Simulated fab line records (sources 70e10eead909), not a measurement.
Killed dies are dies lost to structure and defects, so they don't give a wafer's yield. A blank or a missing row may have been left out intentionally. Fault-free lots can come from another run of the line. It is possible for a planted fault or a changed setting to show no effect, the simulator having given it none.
Which of the tools did it?    flow nandHarc    Sampling: 24 lots, 72 wafers, 4 of 1302 route steps

WHAT EACH GAUGE READ, for each wafer
NHARC_A_ZERO_WELL_INSPECT_17. Usual: rawDefectCount reads 12 (standard deviation 5.9).
lot   measured      on                rawDefectCount  flag
L074  day 6 19:56   defectInspect-02  14 8 16         
L075  day 7 08:55   defectInspect-02  7 13 8          
L076  day 7 16:42   defectInspect-01  14 19 15        
L077  day 8 04:30   defectInspect-02  28 14 13        
L078  day 8 05:08   defectInspect-01  11 9 19         
L079  day 8 20:16   defectInspect-01  11 6 8          
L080  day 9 10:55   defectInspect-01  6 8 15          
L081  day 9 17:02   defectInspect-01  10 13 14        
L082  day 10 05:52  defectInspect-02  13 15 19        
L083  day 10 18:50  defectInspect-01  11 6 21         
L084  day 11 02:50  defectInspect-02  6 10 10         
L085  day 11 07:25  defectInspect-01  7 14 18         
L086  day 11 21:28  defectInspect-02  10 22 8         
L087  day 12 01:25  defectInspect-01  18 8 9          
L088  day 12 16:46  defectInspect-01  6 7 9           
L089  day 12 23:15  defectInspect-02  9 12 11         
L090  day 13 14:40  defectInspect-02  2 14 6          
L091  day 14 01:51  defectInspect-01  19 17 20        
L092  day 14 02:43  defectInspect-01  5 27 14         
L093  day 14 16:38  defectInspect-02  4 20 9          
L094  day 15 11:16  defectInspect-02  8 9 16          
L095  day 15 11:57  defectInspect-02  18 15 18        
L096  day 15 23:08  defectInspect-02  7 13 18         
L097  day 16 11:03  defectInspect-02  8 6 16          

NHARC_A_ONON_D1_THK_MEAS_14: measures by ellipsometry. Usual: thkNm reads 1001 nm (standard deviation 9.4).
lot   measured      on            thkNm (nm)      flag
L074  day 7 18:13   filmMetro-01  994 994 995     
L075  day 8 07:38   filmMetro-01  1013 1010 1014  
L076  day 8 15:56   filmMetro-02  998 995 997     
L077  day 9 03:05   filmMetro-02  1010 1012 1011  
L078  day 9 03:16   filmMetro-02  999 1000 1000   
L079  day 9 19:35   filmMetro-01  1008 1008 1008  
L080  day 10 12:14  filmMetro-02  1008 1008 1011  
L081  day 10 19:40  filmMetro-02  1008 1007 1009  
L082  day 11 05:25  filmMetro-02  999 997 996     
L083  day 11 18:46  filmMetro-02  1003 1003 1002  
L084  day 12 01:00  filmMetro-02  1008 1008 1011  
L085  day 12 06:11  filmMetro-02  990 991 991     
L086  day 12 20:11  filmMetro-01  996 996 997     
L087  day 13 02:45  filmMetro-02  997 997 997     
L088  day 13 18:32  filmMetro-01  1013 1013 1012  
L089  day 13 22:08  filmMetro-02  985 984 984     
L090  day 14 18:20  filmMetro-01  999 1000 1000   
L091  day 15 03:24  filmMetro-02  1007 1004 1008  
L092  day 15 03:24  filmMetro-01  1003 1001 1003  
L093  day 15 17:41  filmMetro-01  995 993 995     
L094  day 16 11:18  filmMetro-01  978 981 980     
L095  day 16 11:17  filmMetro-02  999 1001 999    
L096  day 17 00:04  filmMetro-01  988 990 990     
L097  day 17 12:44  filmMetro-02  1019 1019 1019  

WHICH TOOL RAN EACH LOT (tool, then ch and the chambers of the sampled wafers, then the start)
lot   NHARC_P_BONDPAD_DESCUM_11          NHARC_P_BONDPAD_PVD_27
L074  rieDiel-10 ch 1,2,3, day 6 14:27   pvdSputter-02, day 6 19:56 or earlier
L075  rieDiel-11 ch 0,2,3, day 7 03:07   pvdSputter-02, day 7 08:55 or earlier
L076  rieDiel-06 ch 0,1,2, day 7 11:10   pvdSputter-02, day 7 16:42 or earlier
L077  rieDiel-10 ch 2,3, day 7 23:18     pvdSputter-01, day 8 04:30 or earlier
L078  rieDiel-11 ch 0,1,3, day 7 23:55   pvdSputter-03, day 8 05:08 or earlier
L079  rieDiel-06 ch 0,3, day 8 14:57     pvdSputter-01, day 8 20:16 or earlier
L080  rieDiel-10 ch 2,3, day 9 05:33     pvdSputter-03, day 9 10:55 or earlier
L081  rieDiel-11 ch 1,3, day 9 11:43     pvdSputter-01, day 9 17:02 or earlier
L082  rieDiel-06 ch 0,1,2, day 10 00:34  pvdSputter-02, day 10 05:52 or earlier
L083  rieDiel-11 ch 0,1,3, day 10 13:21  pvdSputter-02, day 10 18:50 or earlier
L084  rieDiel-10 ch 0,1,3, day 10 21:29  pvdSputter-02, day 11 02:50 or earlier
L085  rieDiel-11 ch 0,1,2, day 11 02:05  pvdSputter-02, day 11 07:25 or earlier
L086  rieDiel-06 ch 1,2,3, day 11 16:10  pvdSputter-03, day 11 21:28 or earlier
L087  rieDiel-06 ch 0,1,2, day 11 20:15  pvdSputter-03, day 12 01:25 or earlier
L088  rieDiel-06 ch 2,3, day 12 11:23    pvdSputter-02, day 12 16:46 or earlier
L089  rieDiel-06 ch 0,1, day 12 18:02    pvdSputter-01, day 12 23:15 or earlier
L090  rieDiel-11 ch 1,2, day 13 09:16    pvdSputter-03, day 13 14:40 or earlier
L091  rieDiel-10 ch 0,1,2, day 13 20:32  pvdSputter-01, day 14 01:51 or earlier
L092  rieDiel-10 ch 0,3, day 13 21:23    pvdSputter-02, day 14 02:43 or earlier
L093  rieDiel-11 ch 1,2, day 14 11:24    pvdSputter-03, day 14 16:38 or earlier
L094  rieDiel-11 ch 2,3, day 15 04:43    pvdSputter-03, day 15 11:16 or earlier
L095  rieDiel-06 ch 1,2, day 15 06:34    pvdSputter-01, day 15 11:57 or earlier
L096  rieDiel-10 ch 0,1,2, day 15 17:55  pvdSputter-01, day 15 23:08 or earlier
L097  rieDiel-11 ch 0,3, day 16 05:53    pvdSputter-01, day 16 11:03 or earlier
- NHARC_P_BONDPAD_DESCUM_11: chemistry O2, time 3 s.
- NHARC_P_BONDPAD_PVD_27: deposits Cu, target thk 30 nm, time 20.49 s.

WHAT THE TOOLS THEMSELVES READ (means of the sampled wafers that have a number; where no wafer has one, the mark that the record gives instead)
NHARC_P_BONDPAD_DESCUM_11. Usual: drypumpMotorCurrentA 5.6 A, standard deviation 0.46; mfcArSccm 0.0007 sccm, standard deviation 0.0022; oesProductAu 1.000 a.u., standard deviation 0.012; rfVppV 57.7 V, standard deviation 0.87; showerheadPlenumPTorr 1.90 Torr, standard deviation 0.076; throttleValvePct 11.313 %, standard deviation 0.0087.
lot   tool        drypumpMotorCurrentA (A)  mfcArSccm (sccm)  oesProductAu (a.u.)  rfVppV (V)  showerheadPlenumPTorr (Torr)  throttleValvePct (%)  flag
L074  rieDiel-10  5.5                       0.0000            1.004                58.9        1.91                          11.310                
L075  rieDiel-11  5.5                       0.0000            1.004                57.7        1.87                          11.307                
L076  rieDiel-06  5.3                       0.0000            1.005                58.2        1.84                          11.317                
L077  rieDiel-10  5.5                       0.0000            1.011                57.3        1.84                          11.306                
L078  rieDiel-11  5.9                       0.0024            1.010                57.4        1.91                          11.325                
L079  rieDiel-06  5.2                       0.0000            0.980                56.9        1.86                          11.310                
L080  rieDiel-10  5.5                       0.0000            1.010                57.6        1.84                          11.307                
L081  rieDiel-11  6.3                       0.0049            0.993                58.1        1.97                          11.311                
L082  rieDiel-06  5.3                       0.0000            0.996                57.7        1.84                          11.314                
L083  rieDiel-11  6.0                       0.0024            1.002                57.9        1.91                          11.318                
L084  rieDiel-10  5.7                       0.0000            1.010                58.0        1.95                          11.312                
L085  rieDiel-11  5.6                       0.0024            1.005                57.8        1.93                          11.314                
L086  rieDiel-06  5.8                       0.0000            1.000                57.3        1.85                          11.321                
L087  rieDiel-06  5.3                       0.0000            0.995                57.5        1.84                          11.313                
L088  rieDiel-06  5.7                       0.0000            0.995                57.5        1.85                          11.301                
L089  rieDiel-06  5.0                       0.0000            0.990                57.7        1.84                          11.314                
L090  rieDiel-11  5.5                       0.0024            0.999                57.8        1.94                          11.317                
L091  rieDiel-10  5.6                       0.0000            1.004                57.7        1.97                          11.312                
L092  rieDiel-10  5.7                       0.0000            1.002                57.1        1.88                          11.306                
L093  rieDiel-11  5.9                       0.0049            1.002                58.1        1.99                          11.304                
L094  rieDiel-11  5.7                       0.0000            1.000                57.7        1.87                          11.314                
L095  rieDiel-06  5.6                       0.0000            0.993                57.9        1.83                          11.323                
L096  rieDiel-10  5.6                       0.0000            1.005                59.1        1.97                          11.313                
L097  rieDiel-11  5.8                       0.0000            1.000                57.7        1.85                          11.323                

NHARC_P_BONDPAD_PVD_27. Usual: throttleValvePct reads 29.6 % (standard deviation 0.84).
lot   tool           throttleValvePct (%)  flag
L074  pvdSputter-02  30.5                  
L075  pvdSputter-02  30.1                  
L076  pvdSputter-02  30.1                  
L077  pvdSputter-01  29.1                  
L078  pvdSputter-03  29.3                  
L079  pvdSputter-01  29.0                  
L080  pvdSputter-03  30.0                  
L081  pvdSputter-01  28.8                  
L082  pvdSputter-02  30.1                  
L083  pvdSputter-02  29.8                  
L084  pvdSputter-02  29.9                  
L085  pvdSputter-02  30.0                  
L086  pvdSputter-03  29.9                  
L087  pvdSputter-03  30.0                  
L088  pvdSputter-02  29.8                  
L089  pvdSputter-01  28.7                  
L090  pvdSputter-03  30.1                  
L091  pvdSputter-01  28.8                  
L092  pvdSputter-02  29.4                  
L093  pvdSputter-03  30.2                  
L094  pvdSputter-03  29.8                  
L095  pvdSputter-01  29.0                  
L096  pvdSputter-01  28.6                  
L097  pvdSputter-01  28.0                  

THE ANSWER, worked out from the rows above alone
Rule: lot off if the mean of its wafers having a number is beyond 3 standard deviations from the usual mean. A lot without any number at a reading at which 4 lots or more have one is off too. Where the step has rows for the other lots, those lots are counted as sound. Order of review: gauges by route order, followed by the tools' own readings, for which a lot's mean as printed above is used. The first step at which some lot is off is used, and at that step the reading that is off furthest; a lot without a number counts as furthest.
None of the lots is off at any reading shown; this tells nothing.

WHAT WAS PUT IN BY THE SIMULATOR
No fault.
